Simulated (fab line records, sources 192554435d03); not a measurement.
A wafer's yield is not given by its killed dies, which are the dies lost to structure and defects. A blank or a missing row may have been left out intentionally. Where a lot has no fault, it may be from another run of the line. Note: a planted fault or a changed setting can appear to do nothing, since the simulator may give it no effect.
Which tool was responsible? ; flow n5 finfet ; 10 lots, 30 wafers sampled, at 4 steps of a route of 1938

WHAT THE GAUGES SHOWED, per wafer
N5_BEOL_M7_OVL_MEAS_12. Usual: for M7_OVL the level is -0.4 nm and the standard deviation is 0.81.
lot;measured;on;M7_OVL (nm);flag
L394;day 9 15:13;overlay-02;-0.7 0.4 -0.3;
L395;day 10 01:56;overlay-01;-0.2 0.6 0.7;
L396;day 10 02:08;overlay-02;-1.0 -1.4 -1.7;
L398;day 10 10:25;overlay-01;-0.7 -0.2 0.1;
L405;day 12 23:29;overlay-01;-0.9 1.0 -0.4;
L409;day 13 05:45;overlay-02;0.8 -0.7 0.7;
L411;day 13 10:26;overlay-01;0.8 1.3 -0.4;
L412;day 14 00:35;overlay-01;-0.6 0.1 -0.7;
L414;day 14 14:53;overlay-01;-0.5 1.0 1.0;
L413;day 14 15:38;overlay-01;-0.7 -0.4 -0.8;

N5_BEOL_M7_CD_MEAS_28 targets a cd of 40 nm. Usual: cd nm 39.97 nm, standard deviation 0.23.
lot;measured;on;cd nm (nm);flag
L394;day 9 18:34;cd sem-03;39.69 39.64 39.48;
L395;day 10 02:57;cd sem-02;39.70 39.96 39.94;
L396;day 10 04:13;cd sem-02;40.45 39.85 39.72;
L398;day 10 12:30;cd sem-01;39.84 39.85 39.87;
L405;day 13 02:10;cd sem-02;40.28 39.80 40.17;
L409;day 13 06:49;cd sem-03;39.95 39.92 40.20;
L411;day 13 12:59;cd sem-01;40.20 39.91 39.83;
L412;day 14 03:13;cd sem-02;40.10 40.12 40.30;
L414;day 14 18:16;cd sem-03;39.97 39.94 40.13;
L413;day 14 19:51;cd sem-01;40.07 39.67 40.18;

N5_BEOL_M7_INSPECT_30: inspects for defects (brightfield). Usual: raw defect count 382, standard deviation 86.
lot;measured;on;raw defect count;flag
L394;day 9 18:40;defect inspect-02;303 330 409;
L395;day 10 03:02;defect inspect-01;482 352 419;
L396;day 10 04:18;defect inspect-02;334 440 364;
L398;day 10 12:35;defect inspect-02;360 436 318;
L405;day 13 02:16;defect inspect-01;743 711 791;OFF
L409;day 13 06:55;defect inspect-01;901 1150 1000;OFF
L411;day 13 13:05;defect inspect-01;432 495 405;
L412;day 14 03:19;defect inspect-01;412 347 390;
L414;day 14 18:22;defect inspect-01;404 413 427;
L413;day 14 19:56;defect inspect-01;396 441 471;

TOOL THAT RAN EACH LOT (tool first, then ch and the chambers of the sampled wafers, then the start)
lot;N5_BEOL_M7_HM_OPEN_17
L394;rie metal-01 ch 0,1, day 9 15:56
L395;rie metal-03 ch 0,1, day 10 02:19
L396;rie metal-02 ch 0,1, day 10 02:29
L398;rie metal-03 ch 0,1, day 10 10:46
L405;rie metal-03 ch 0,1, day 13 00:17
L409;rie metal-03 ch 0,1, day 13 06:05
L411;rie metal-02 ch 1, day 13 10:46
L412;rie metal-01 ch 0,1, day 14 01:07
L414;rie metal-02 ch 0,1, day 14 15:29
L413;rie metal-01 ch 0, day 14 16:02
- N5_BEOL_M7_HM_OPEN_17: chemistry Cl2/BCl3, target TiN, target depth 20 nm, overetch 6 nm.

AS READ BY THE TOOLS THEMSELVES (means over the sampled wafers that have a number; for cases with no such wafer, the mark the record gives instead)
N5_BEOL_M7_HM_OPEN_17. Usual: bcl3 flow sccm 21.76 sccm, standard deviation 0.07; bias w 126.0 W, standard deviation 0.37; drypump motor current A 5.5 A, standard deviation 0.5; he backside leak sccm 3.5 sccm, standard deviation 0.33; oes product au 0.64 a.u., standard deviation 0.084; throttle valve pct 22.12 %, standard deviation 0.21.
lot;tool;bcl3 flow sccm (sccm);bias w (W);drypump motor current A (A);he backside leak sccm (sccm);oes product au (a.u.);throttle valve pct (%);flag
L394;rie metal-01;21.72;125.7;6.1;3.5;0.60;21.96;
L395;rie metal-03;21.80;126.1;4.9;3.3;0.68;22.01;
L396;rie metal-02;21.74;126.3;5.5;3.5;0.69;22.19;
L398;rie metal-03;21.72;126.0;4.9;3.2;0.68;22.02;
L405;rie metal-03;21.74;125.9;4.9;3.4;0.61;22.20;
L409;rie metal-03;21.76;126.0;4.9;3.4;0.66;22.02;
L411;rie metal-02;21.78;126.5;5.6;3.5;0.72;22.06;
L412;rie metal-01;21.75;126.0;6.1;3.7;0.59;21.99;
L414;rie metal-02;21.82;126.4;5.5;3.3;0.75;22.13;
L413;rie metal-01;21.83;126.1;5.7;3.6;0.64;22.16;

THE ANSWER, worked out from the rows above alone
Rule: a lot counts as off when the mean over its wafers that have a number is more than 3 standard deviations away from the usual mean. Also off: a lot with no number at a reading for which 4 or more lots have one. All remaining lots with rows at the step are treated as sound. First the gauges in route order, then the tools' own readings, where a lot's mean is used as printed above. At the first step where some lot is off, the reading lying furthest off is the one used; lots without a number count as furthest.
Off, at N5_BEOL_M7_INSPECT_30 on raw defect count: L405, L409.
A tool fits if, at a process step before that reading, it ran every lot that is off, and no sound lot after the first of them. Gauges at N5_BEOL_M7_INSPECT_30: tried the same way as those tools. One candidate fits, namely rie metal-03 at N5_BEOL_M7_HM_OPEN_17. A fault onset in the window from L398 (day 10 10:46, its last sound lot) to L405 (day 13 00:17, its first lot off) fits.

WHAT THE SIMULATOR HAD INSERTED
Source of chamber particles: rie metal-03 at N5_BEOL_M7_HM_OPEN_17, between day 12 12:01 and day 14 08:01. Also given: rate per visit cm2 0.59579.
Struck lots among those shown: L405, L409. The same result came from the rule above.
